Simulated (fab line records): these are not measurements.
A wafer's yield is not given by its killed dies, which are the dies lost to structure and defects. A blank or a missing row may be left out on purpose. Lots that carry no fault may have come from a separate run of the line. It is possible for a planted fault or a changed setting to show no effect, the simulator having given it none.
Which of the tools did it? ; flow n5 finfet ; Sampling: 9 lots, 27 wafers, 4 of 1938 route steps

## WHAT THE GAUGES READ, wafer by wafer
N5_BEOL_M4_RC_MEAS_101. Usual: DIBL_N 36.6 mV/V, standard deviation 1.1; DIBL_P 36.8 mV/V, standard deviation 1.6; IOFF_N 0.169 nA/um, standard deviation 0.024; IOFF_P 0.206 nA/um, standard deviation 0.028; ION_N 679 uA/um, standard deviation 9.2; ION_P 462 uA/um, standard deviation 7; SS_N 71.6 mV/dec, standard deviation 0.57; SS_P 73.3 mV/dec, standard deviation 0.57; VT_N 248.8 mV, standard deviation 2.4; VT_P -251 mV, standard deviation 3.
lot;measured;on;DIBL_N (mV/V);DIBL_P (mV/V);IOFF_N (nA/um);IOFF_P (nA/um);ION_N (uA/um);ION_P (uA/um);SS_N (mV/dec);SS_P (mV/dec);VT_N (mV);VT_P (mV);flag
L381;day 9 01:16;prober-02;36.5 36.5 34.9;36.2 36.3 33.7;0.161 0.161 0.131;0.177 0.175 0.148;674 688 659;462 460 453;70.6 71.0 70.3;73.1 73.1 72.7;248.3 249.3 254.6;-256 -255 -258;
L385;day 10 13:31;prober-02;36.5 36.4 37.8;39.0 39.1 39.4;0.202 0.185 0.219;0.228 0.222 0.236;691 682 681;468 463 461;72.6 72.5 72.2;74.4 73.7 74.2;246.6 250.5 246.0;-251 -251 -254;
L389;day 11 15:02;prober-01;36.8 36.6 36.8;37.0 37.1 37.6;0.172 0.165 0.181;0.218 0.223 0.231;672 676 693;463 462 468;72.4 71.9 71.9;73.1 73.4 72.8;249.1 246.9 246.2;-250 -251 -251;
L392;day 12 00:11;prober-01;36.8 38.2 36.5;36.2 37.8 35.4;0.164 0.193 0.152;0.212 0.240 0.204;688 694 671;469 473 458;71.3 71.7 71.6;73.0 74.0 73.1;247.4 246.7 248.8;-251 -249 -250;
L393;day 12 01:35;prober-02;37.6 38.2 37.5;37.7 38.5 37.5;0.163 0.178 0.157;0.228 0.236 0.213;664 679 682;462 469 466;72.5 71.9 71.6;73.2 73.2 73.4;249.0 251.6 249.4;-248 -249 -248;
L396;day 12 14:08;prober-02;35.7 34.5 37.8;36.9 35.6 39.1;0.147 0.123 0.188;0.177 0.160 0.206;676 658 668;460 450 453;71.2 70.6 71.7;73.3 73.3 73.9;253.7 254.6 247.8;-254 -257 -254;
L402;day 15 03:05;prober-02;35.1 35.8 36.7;35.8 37.0 37.9;0.150 0.165 0.179;0.162 0.175 0.186;672 675 685;450 447 456;71.7 71.1 71.0;73.1 73.6 74.1;249.1 247.9 247.0;-257 -255 -256;
L403;day 15 09:16;prober-02;36.8 36.5 36.8;37.4 37.5 36.6;0.157 0.155 0.149;0.196 0.204 0.186;682 679 683;465 466 461;71.2 71.1 71.4;73.6 73.1 73.7;246.8 249.0 248.1;-251 -252 -251;
L404;day 15 13:02;prober-02;35.9 36.3 37.0;36.9 37.3 38.6;0.140 0.143 0.157;0.171 0.179 0.190;673 675 675;455 460 461;70.7 71.4 71.6;72.8 72.9 72.7;255.4 252.2 250.8;-252 -253 -252;

N5_PASSIVATION_CD_MEAS_30: target cd 4000 nm. Usual: cd nm reads 4000.0 nm (standard deviation 1.6).
lot;measured;on;cd nm (nm);flag
L381;day 13 17:53;cd sem-02;4002.5 4002.8 4000.3;
L385;day 14 21:24;cd sem-03;3998.8 3997.9 3998.6;
L389;day 15 21:30;cd sem-02;4000.9 3999.2 3999.4;
L392;day 16 17:47;cd sem-03;4002.1 4002.3 4002.9;
L393;day 16 11:01;cd sem-02;3998.7 3998.3 3999.2;
L396;day 16 15:19;cd sem-03;4001.4 4000.1 3999.8;
L402;day 19 05:29;cd sem-03;3998.5 4000.3 3998.0;
L403;day 19 05:01;cd sem-01;3999.7 3999.7 4001.8;
L404;day 20 07:23;cd sem-02;3998.7 3999.0 3999.4;

N5_PASSIVATION_CD_MEAS_44: target cd 40000 nm. Usual: cd nm reads 40000 nm (standard deviation 3.3).
lot;measured;on;cd nm (nm);flag
L381;day 13 19:37;cd sem-02;39997 39999 39999;
L385;day 14 23:40;cd sem-03;40001 40001 40000;
L389;day 15 23:55;cd sem-01;39999 40002 39998;
L392;day 16 19:32;cd sem-03;40001 39997 40002;
L393;day 16 13:27;cd sem-02;39995 39997 39994;
L396;day 16 17:03;cd sem-03;39999 40001 40000;
L402;day 19 07:25;cd sem-02;40003 40005 40000;
L403;day 19 07:01;cd sem-02;40003 40002 40003;
L404;day 20 09:17;cd sem-01;40000 39999 40003;

## WHICH TOOL RAN EACH LOT (tool, then ch and the chambers of the sampled wafers, then the start)
lot;N5_BEOL_M9_ETCH_66
L381;rie diel-02 ch 0,2, day 11 06:40
L385;rie diel-05 ch 0,3, day 12 09:40
L389;rie diel-05 ch 0,1, day 13 19:26
L392;rie diel-02 ch 1,2,3, day 14 04:07
L393;rie diel-05 ch 0,1,3, day 14 04:21
L396;rie diel-02 ch 2,3, day 14 10:16
L402;rie diel-02 ch 0,2,3, day 16 21:48
L403;rie diel-02 ch 1,2, day 17 01:37
L404;rie diel-05 ch 2,3, day 17 16:10
- N5_BEOL_M9_ETCH_66: etches SOC in N2/H2, target depth 80 nm, overetch 16 nm, time 120 s.

## AS READ BY THE TOOLS THEMSELVES (means over the sampled wafers that have a number; for cases with no such wafer, the mark the record gives instead)
N5_BEOL_M9_ETCH_66. Usual: drypump motor current A 5.8 A, standard deviation 0.55; oes product au 0.61 a.u., standard deviation 0.048; rf vpp V 523.8 V, standard deviation 2.5; showerhead plenum p Torr 2.54 Torr, standard deviation 0.082; throttle valve pct 17.69 %, standard deviation 0.17.
lot;tool;drypump motor current A (A);oes product au (a.u.);rf vpp V (V);showerhead plenum p Torr (Torr);throttle valve pct (%);flag
L381;rie diel-02;6.0;0.61;524.3;2.56;17.68;
L385;rie diel-05;5.3;0.57;526.3;2.64;17.63;
L389;rie diel-05;5.7;0.56;524.6;2.55;17.54;
L392;rie diel-02;5.7;0.61;524.9;2.57;17.75;
L393;rie diel-05;5.6;0.56;526.3;2.60;17.58;
L396;rie diel-02;5.6;0.59;523.7;2.53;17.78;
L402;rie diel-02;5.5;0.57;523.6;2.51;17.65;
L403;rie diel-02;6.3;0.59;527.4;2.64;17.86;
L404;rie diel-05;5.5;0.61;523.0;2.52;17.69;

## THE ANSWER, worked out from the rows above alone
Rule: a lot counts as off when the mean over its wafers that have a number is more than 3 standard deviations away from the usual mean. Also off: a lot with no number at a reading for which 4 or more lots have one. All remaining lots with rows at the step are treated as sound. The gauges are gone through in route order, then the tools' own readings, and for those a lot's mean is taken as printed above. The first step at which some lot is off is used, and at that step the reading that is off furthest; a lot without a number counts as furthest.
Nothing can be told from this: no lot is off at any reading shown.

## WHAT THE SIMULATOR HAD PUT IN
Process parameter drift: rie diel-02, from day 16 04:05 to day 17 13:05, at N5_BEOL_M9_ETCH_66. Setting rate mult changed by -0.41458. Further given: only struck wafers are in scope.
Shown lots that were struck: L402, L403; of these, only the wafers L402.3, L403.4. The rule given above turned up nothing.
